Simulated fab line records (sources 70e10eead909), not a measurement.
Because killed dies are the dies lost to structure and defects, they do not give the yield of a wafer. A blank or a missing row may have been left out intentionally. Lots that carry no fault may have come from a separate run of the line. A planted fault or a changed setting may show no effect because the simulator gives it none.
Which of the tools did it? / flow nandHarc / Sampling: 14 lots, 42 wafers, 4 of 1302 route steps

== WHAT THE GAUGES SHOWED, per wafer ==
NHARC_END_SORT_01. Usual: killedAtArray 53, standard deviation 18; killedAtOther 0.9, standard deviation 1.3; killedAtPeriphery 4, standard deviation 3.1; killedDies 58, standard deviation 18; killedOpen 3.4, standard deviation 2; killedShort 2.5, standard deviation 1.8.
lot=L229; measured=day 32 01:14; on=prober-01; killedAtArray=138 135 138; killedAtOther=0 1 2; killedAtPeriphery=1 13 3; killedDies=139 149 143; killedOpen=2 1 2; killedShort=3 3 2; flag=OFF
lot=L232; measured=day 33 04:16; on=prober-02; killedAtArray=172 168 167; killedAtOther=4 1 1; killedAtPeriphery=1 0 1; killedDies=177 169 169; killedOpen=4 1 1; killedShort=1 0 0; flag=OFF

== WHICH TOOL RAN EACH LOT (tool, then ch and the chambers of the sampled wafers, then the start) ==
lot=L212; NHARC_A_STAIRCASE_STRIP_255=wetBench-01 ch 1,4,6, day 16 00:32; NHARC_THIN_TSV_ETCH_44=rieDiel-09 ch 1,3, day 23 13:39; NHARC_THIN_TSV_DEP_47=pecvd-02 ch 0,1,2, day 23 15:20
lot=L211; NHARC_A_STAIRCASE_STRIP_255=wetBench-09 ch 2,3,5, day 16 23:10; NHARC_THIN_TSV_ETCH_44=rieDiel-13 ch 0,3, day 24 06:19; NHARC_THIN_TSV_DEP_47=pecvd-02 ch 1,2, day 24 07:58
lot=L213; NHARC_A_STAIRCASE_STRIP_255=wetBench-09 ch 4,5,6, day 17 06:15; NHARC_THIN_TSV_ETCH_44=rieDiel-13 ch 1,2,3, day 25 07:08; NHARC_THIN_TSV_DEP_47=pecvd-03 ch 0,1,2, day 25 08:40
lot=L215; NHARC_A_STAIRCASE_STRIP_255=wetBench-01 ch 0,1,3, day 17 21:01; NHARC_THIN_TSV_ETCH_44=rieDiel-09 ch 1,2, day 25 00:23; NHARC_THIN_TSV_DEP_47=pecvd-01 ch 0,2, day 25 02:11
lot=L217; NHARC_A_STAIRCASE_STRIP_255=wetBench-04 ch 3,5,7, day 18 13:07; NHARC_THIN_TSV_ETCH_44=rieDiel-13 ch 0,1,2, day 25 21:50; NHARC_THIN_TSV_DEP_47=pecvd-01 ch 0,1,2, day 25 23:21
lot=L219; NHARC_A_STAIRCASE_STRIP_255=wetBench-01 ch 1,4,5, day 19 12:12; NHARC_THIN_TSV_ETCH_44=rieDiel-13 ch 0,2,3, day 27 03:56; NHARC_THIN_TSV_DEP_47=pecvd-02 ch 0,1, day 27 05:32
lot=L218; NHARC_A_STAIRCASE_STRIP_255=wetBench-09 ch 2,3,4, day 19 16:51; NHARC_THIN_TSV_ETCH_44=rieDiel-12 ch 0,1, day 27 07:56; NHARC_THIN_TSV_DEP_47=pecvd-03 ch 0,1, day 27 09:31
lot=L220; NHARC_A_STAIRCASE_STRIP_255=wetBench-04 ch 0,1,5, day 20 06:41; NHARC_THIN_TSV_ETCH_44=rieDiel-12 ch 0,2,3, day 27 17:18; NHARC_THIN_TSV_DEP_47=pecvd-03 ch 0,1,2, day 27 18:47
lot=L222; NHARC_A_STAIRCASE_STRIP_255=wetBench-09 ch 3,4,7, day 21 03:06; NHARC_THIN_TSV_ETCH_44=rieDiel-13 ch 0,1,2, day 29 03:57; NHARC_THIN_TSV_DEP_47=pecvd-02 ch 1,2, day 29 05:32
lot=L224; NHARC_A_STAIRCASE_STRIP_255=wetBench-09 ch 1,4,7, day 21 05:01; NHARC_THIN_TSV_ETCH_44=rieDiel-12 ch 1,3, day 29 02:42; NHARC_THIN_TSV_DEP_47=pecvd-02 ch 0,2, day 29 04:14
lot=L223; NHARC_A_STAIRCASE_STRIP_255=wetBench-04 ch 1,2,6, day 21 06:44; NHARC_THIN_TSV_ETCH_44=rieDiel-13 ch 0,1,2, day 28 20:17; NHARC_THIN_TSV_DEP_47=pecvd-01 ch 1,2, day 28 21:46
lot=L229; NHARC_A_STAIRCASE_STRIP_255=wetBench-04 ch 4,6,7, day 23 17:39; NHARC_THIN_TSV_ETCH_44=rieDiel-13 ch 1,2, day 31 07:01; NHARC_THIN_TSV_DEP_47=pecvd-02 ch 0,1,2, day 31 08:59
lot=L232; NHARC_A_STAIRCASE_STRIP_255=wetBench-04 ch 4,6,7, day 24 19:04; NHARC_THIN_TSV_ETCH_44=rieDiel-13 ch 1,2,3, day 32 12:17; NHARC_THIN_TSV_DEP_47=pecvd-01 ch 0,1, day 32 13:49
lot=L233; NHARC_A_STAIRCASE_STRIP_255=wetBench-09 ch 2,3,4, day 25 08:23; NHARC_THIN_TSV_ETCH_44=rieDiel-09 ch 0,1,2, day 32 17:41; NHARC_THIN_TSV_DEP_47=pecvd-01 ch 0,1,2, day 32 19:16
- NHARC_A_STAIRCASE_STRIP_255: strips in SPM, time 900 s.
- NHARC_THIN_TSV_ETCH_44: etches the open film in CF4/O2, target depth 1594.2 nm, time 797.1 s.
- NHARC_THIN_TSV_DEP_47: deposits SiO2, target thk 200 nm.

== AS READ BY THE TOOLS THEMSELVES (means over the sampled wafers that have a number; for cases with no such wafer, the mark the record gives instead) ==
NHARC_A_STAIRCASE_STRIP_255. Usual: bathHeatDutyPct reads 15.2 % (standard deviation 1.6).
lot=L212; tool=wetBench-01; bathHeatDutyPct (%)=16.6; flag=
lot=L211; tool=wetBench-09; bathHeatDutyPct (%)=15.3; flag=
lot=L213; tool=wetBench-09; bathHeatDutyPct (%)=14.7; flag=
lot=L215; tool=wetBench-01; bathHeatDutyPct (%)=14.6; flag=
lot=L217; tool=wetBench-04; bathHeatDutyPct (%)=15.4; flag=
lot=L219; tool=wetBench-01; bathHeatDutyPct (%)=15.2; flag=
lot=L218; tool=wetBench-09; bathHeatDutyPct (%)=16.3; flag=
lot=L220; tool=wetBench-04; bathHeatDutyPct (%)=15.0; flag=
lot=L222; tool=wetBench-09; bathHeatDutyPct (%)=14.0; flag=
lot=L224; tool=wetBench-09; bathHeatDutyPct (%)=15.8; flag=
lot=L223; tool=wetBench-04; bathHeatDutyPct (%)=14.7; flag=
lot=L229; tool=wetBench-04; bathHeatDutyPct (%)=13.7; flag=
lot=L232; tool=wetBench-04; bathHeatDutyPct (%)=13.4; flag=
lot=L233; tool=wetBench-09; bathHeatDutyPct (%)=15.5; flag=

NHARC_THIN_TSV_ETCH_44. Usual: drypumpMotorCurrentA 5.7 A, standard deviation 0.41; oesProductAu 1.000 a.u., standard deviation 0.0062; rfVppV 793 V, standard deviation 4.1; showerheadPlenumPTorr 1.81 Torr, standard deviation 0.066; throttleValvePct 16.915 %, standard deviation 0.0098.
lot=L212; tool=rieDiel-09; drypumpMotorCurrentA (A)=5.5; oesProductAu (a.u.)=1.003; rfVppV (V)=790; showerheadPlenumPTorr (Torr)=1.75; throttleValvePct (%)=16.917; flag=
lot=L211; tool=rieDiel-13; drypumpMotorCurrentA (A)=6.1; oesProductAu (a.u.)=0.990; rfVppV (V)=791; showerheadPlenumPTorr (Torr)=1.78; throttleValvePct (%)=16.913; flag=
lot=L213; tool=rieDiel-13; drypumpMotorCurrentA (A)=5.4; oesProductAu (a.u.)=0.998; rfVppV (V)=793; showerheadPlenumPTorr (Torr)=1.81; throttleValvePct (%)=16.903; flag=
lot=L215; tool=rieDiel-09; drypumpMotorCurrentA (A)=5.6; oesProductAu (a.u.)=1.003; rfVppV (V)=795; showerheadPlenumPTorr (Torr)=1.83; throttleValvePct (%)=16.913; flag=
lot=L217; tool=rieDiel-13; drypumpMotorCurrentA (A)=5.6; oesProductAu (a.u.)=0.998; rfVppV (V)=793; showerheadPlenumPTorr (Torr)=1.81; throttleValvePct (%)=16.922; flag=
lot=L219; tool=rieDiel-13; drypumpMotorCurrentA (A)=5.8; oesProductAu (a.u.)=0.997; rfVppV (V)=794; showerheadPlenumPTorr (Torr)=1.81; throttleValvePct (%)=16.911; flag=
lot=L218; tool=rieDiel-12; drypumpMotorCurrentA (A)=5.5; oesProductAu (a.u.)=1.000; rfVppV (V)=788; showerheadPlenumPTorr (Torr)=1.74; throttleValvePct (%)=16.914; flag=
lot=L220; tool=rieDiel-12; drypumpMotorCurrentA (A)=5.8; oesProductAu (a.u.)=1.004; rfVppV (V)=794; showerheadPlenumPTorr (Torr)=1.84; throttleValvePct (%)=16.919; flag=
lot=L222; tool=rieDiel-13; drypumpMotorCurrentA (A)=5.6; oesProductAu (a.u.)=1.006; rfVppV (V)=792; showerheadPlenumPTorr (Torr)=1.81; throttleValvePct (%)=16.913; flag=
lot=L224; tool=rieDiel-12; drypumpMotorCurrentA (A)=5.7; oesProductAu (a.u.)=0.993; rfVppV (V)=795; showerheadPlenumPTorr (Torr)=1.83; throttleValvePct (%)=16.921; flag=
lot=L223; tool=rieDiel-13; drypumpMotorCurrentA (A)=5.6; oesProductAu (a.u.)=0.996; rfVppV (V)=793; showerheadPlenumPTorr (Torr)=1.81; throttleValvePct (%)=16.923; flag=
lot=L229; tool=rieDiel-13; drypumpMotorCurrentA (A)=5.3; oesProductAu (a.u.)=0.996; rfVppV (V)=795; showerheadPlenumPTorr (Torr)=1.84; throttleValvePct (%)=16.913; flag=
lot=L232; tool=rieDiel-13; drypumpMotorCurrentA (A)=5.4; oesProductAu (a.u.)=0.990; rfVppV (V)=793; showerheadPlenumPTorr (Torr)=1.81; throttleValvePct (%)=16.916; flag=
lot=L233; tool=rieDiel-09; drypumpMotorCurrentA (A)=5.8; oesProductAu (a.u.)=1.000; rfVppV (V)=795; showerheadPlenumPTorr (Torr)=1.84; throttleValvePct (%)=16.909; flag=

NHARC_THIN_TSV_DEP_47. Usual: throttleValvePct reads 16.0 % (standard deviation 0.53).
lot=L212; tool=pecvd-02; throttleValvePct (%)=15.7; flag=
lot=L211; tool=pecvd-02; throttleValvePct (%)=15.4; flag=
lot=L213; tool=pecvd-03; throttleValvePct (%)=16.3; flag=
lot=L215; tool=pecvd-01; throttleValvePct (%)=15.8; flag=
lot=L217; tool=pecvd-01; throttleValvePct (%)=15.8; flag=
lot=L219; tool=pecvd-02; throttleValvePct (%)=15.5; flag=
lot=L218; tool=pecvd-03; throttleValvePct (%)=16.2; flag=
lot=L220; tool=pecvd-03; throttleValvePct (%)=16.5; flag=
lot=L222; tool=pecvd-02; throttleValvePct (%)=15.4; flag=
lot=L224; tool=pecvd-02; throttleValvePct (%)=15.7; flag=
lot=L223; tool=pecvd-01; throttleValvePct (%)=16.0; flag=
lot=L229; tool=pecvd-02; throttleValvePct (%)=15.8; flag=
lot=L232; tool=pecvd-01; throttleValvePct (%)=15.9; flag=
lot=L233; tool=pecvd-01; throttleValvePct (%)=15.7; flag=

== THE ANSWER, worked out from the rows above alone ==
Rule: take the mean of a lot's wafers that have a number; if it is more than 3 standard deviations from the usual mean, the lot is off. A lot without any number at a reading at which 4 lots or more have one is off too. Any other lot the step has rows for is counted as sound. After the gauges, taken in route order, come the tools' own readings; for these a lot's mean is taken, as printed above. The first step at which some lot is off is used, and at that step the reading that is off furthest; a lot without a number counts as furthest.
Off at NHARC_END_SORT_01 (killedAtArray): L229, L232. Neither off nor sound, because the step has no rows for them: L212, L211, L213, L215, L217, L219, L218, L220, L222, L224, L223, L233.
If a tool, at a process step before that reading, ran all the lots that are off and no sound lot after the first of them, it fits. Those tools and the gauges at NHARC_END_SORT_01 are tried in the same way. Can't be told from this: 2 tools fit, wetBench-04 at NHARC_A_STAIRCASE_STRIP_255, rieDiel-13 at NHARC_THIN_TSV_ETCH_44.

== WHAT THE SIMULATOR PUT IN ==
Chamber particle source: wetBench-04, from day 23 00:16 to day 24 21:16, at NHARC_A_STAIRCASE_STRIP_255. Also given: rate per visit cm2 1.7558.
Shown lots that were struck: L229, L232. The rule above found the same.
